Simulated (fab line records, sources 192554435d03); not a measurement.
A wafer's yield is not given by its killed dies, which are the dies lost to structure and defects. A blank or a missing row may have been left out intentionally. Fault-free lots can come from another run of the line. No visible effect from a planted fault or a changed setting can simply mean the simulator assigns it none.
Lot-split experiment | flow n5 finfet | 7 lots, 21 wafers read, on a route of 1938 steps

== SPLIT DETAILS ==
At N5_BEOL_M1_COAT_62 (time 60 s, resist thk 12 nm), the setting spin rpm was moved away from the recipe's 1500 rpm on 6 of the 21 wafers read, by -8.1% to +6.1%. This setting was run at the recipe's value on the other wafers.

== FROM THE SPLIT TO THE READING: what the file shows between them, 4 steps ==
- N5_BEOL_M1_COAT_73: time 60 s, resist thk 5 nm
- N5_BEOL_M1_COAT_05: resist thk 30 nm
- N5_BEOL_M1_DESCUM_16: chemistry O2, time 7 s
- N5_BEOL_M1_ETCH_74: etches underlayer in N2/H2, target depth 6.5 nm, time 5.2 s

== THE READING ==
etch.depth nm (the simulator's own value, which no gauge read), in nm, at N5_BEOL_M1_ETCH_63 (etches SiARC in CF4, target depth 15.6 nm, time 26 s). There is no usual value for it anywhere in the file. Average 11.99 nm, standard deviation 0.029 nm, over the 15 wafers here run with the recipe.

wafer  | tool, chamber at the split | spin rpm as run, rpm | against the recipe | etch.depth nm, nm | against lot-mates on the recipe
L075.4 | litho track-02, 0          | 1430                 | -4.7%              | 12.27             | +0.30
L075.5 | litho track-02, 0          | 1500                 | recipe             | 11.96             | -
L075.6 | litho track-02, 0          | 1500                 | recipe             | 11.97             | -
L079.2 | litho track-01, 0          | 1500                 | recipe             | 12.01             | -
L079.3 | litho track-01, 0          | 1500                 | recipe             | 12.03             | -
L079.4 | litho track-01, 0          | 1500                 | recipe             | 12.03             | -
L083.3 | litho track-01, 0          | 1500                 | recipe             | 11.94             | -
L083.5 | litho track-01, 0          | 1500                 | recipe             | 11.96             | -
L083.6 | litho track-01, 0          | 1439                 | -4.1%              | 12.22             | +0.27
L082.1 | litho track-01, 0          | 1591                 | +6.1%              | 11.62             | -0.34
L082.3 | litho track-01, 0          | 1591                 | +6.1%              | 11.62             | -0.34
L082.4 | litho track-01, 0          | 1500                 | recipe             | 11.96             | -
L086.1 | litho track-02, 0          | 1500                 | recipe             | 12.03             | -
L086.3 | litho track-02, 0          | 1500                 | recipe             | 11.99             | -
L086.5 | litho track-02, 0          | 1500                 | recipe             | 11.98             | -
L092.1 | litho track-05, 0          | 1379                 | -8.1%              | 12.55             | +0.52
L092.3 | litho track-05, 0          | 1500                 | recipe             | 12.03             | -
L092.4 | litho track-05, 0          | 1379                 | -8.1%              | 12.54             | +0.51
L094.1 | litho track-01, 0          | 1500                 | recipe             | 12                | -
L094.4 | litho track-01, 0          | 1500                 | recipe             | 11.99             | -
L094.6 | litho track-01, 0          | 1500                 | recipe             | 11.99             | -

FIT RESULTS
A straight line over all 21 wafers: etch.depth nm changes by -0.0646 nm for each +1% of spin rpm; r = -0.99; the points scatter about the line by 0.03 nm.
The same after taking each lot's own level away (the mean of its wafers on the recipe; 21 wafers): -0.0614 nm for each +1%; r = -1.00; scatter 0.016 nm.
The reading moves by 0.5 nm for the largest change in spin rpm, on that fit.
The lots' own levels span 11.950 to 12.030 nm, that is 2.8 times the standard deviation above.
The two slopes agree, so the slope changes little with the lot-to-lot level.
Check: for one of the wafers moved furthest among these (-8.1%), held out of the fit, the line's prediction against its lot-mates is +0.495 nm. Against them it came out at +0.52 nm.

== OTHER SPLITS ON THESE WAFERS ==
These wafers also went through other splits before the reading. Each is held against what the fit with the lots' levels taken away leaves over:
other split on the same wafers        | wafers away from the commonest value | r with etch.depth nm (lot level and that fit taken away)
N5_GATE_CUT_DESCUM_18 time s          | 6                                    | +0.04
N5_MOL_CONTACT_COAG_COAT_76 spin rpm  | 7                                    | +0.08
N5_MOL_CONTACT_COAG_EXPOSE_81 dose mj | 10                                   | +0.12
N5_BEOL_M0_SAQP_COAT_105 spin rpm     | 5                                    | -0.04
N5_BEOL_M0_SAQP_ETCH_107 bias w       | 11                                   | +0.13
N5_BEOL_M0_CUTY_EXPOSE_54 dose mj     | 10                                   | +0.01
N5_BEOL_M1_PECVD_72 time s            | 8                                    | -0.06

== THE WHOLE CHAIN: every reading that the file lists as answering this split, in the file's order ==
step               | what it does                                         | reading                                                                          | change (the file's fit)                | r (the file's)
N5_BEOL_M1_COAT_62 | time 60 s, resist thk 12 nm                          | SiARC_of_BEOL_M1_COAT_62.thk nm (the simulator's own value, which no gauge read) | -0.0643 nm for each +1% of the setting | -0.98
N5_BEOL_M1_ETCH_63 | etches SiARC in CF4, target depth 15.6 nm, time 26 s | etch.depth nm (the simulator's own value, which no gauge read)                   | -0.0621 nm for each +1% of the setting | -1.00

== THE FILE'S OWN FIT ==
etch.depth nm changes by -0.0621 nm for each +1% of spin rpm, r = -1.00.
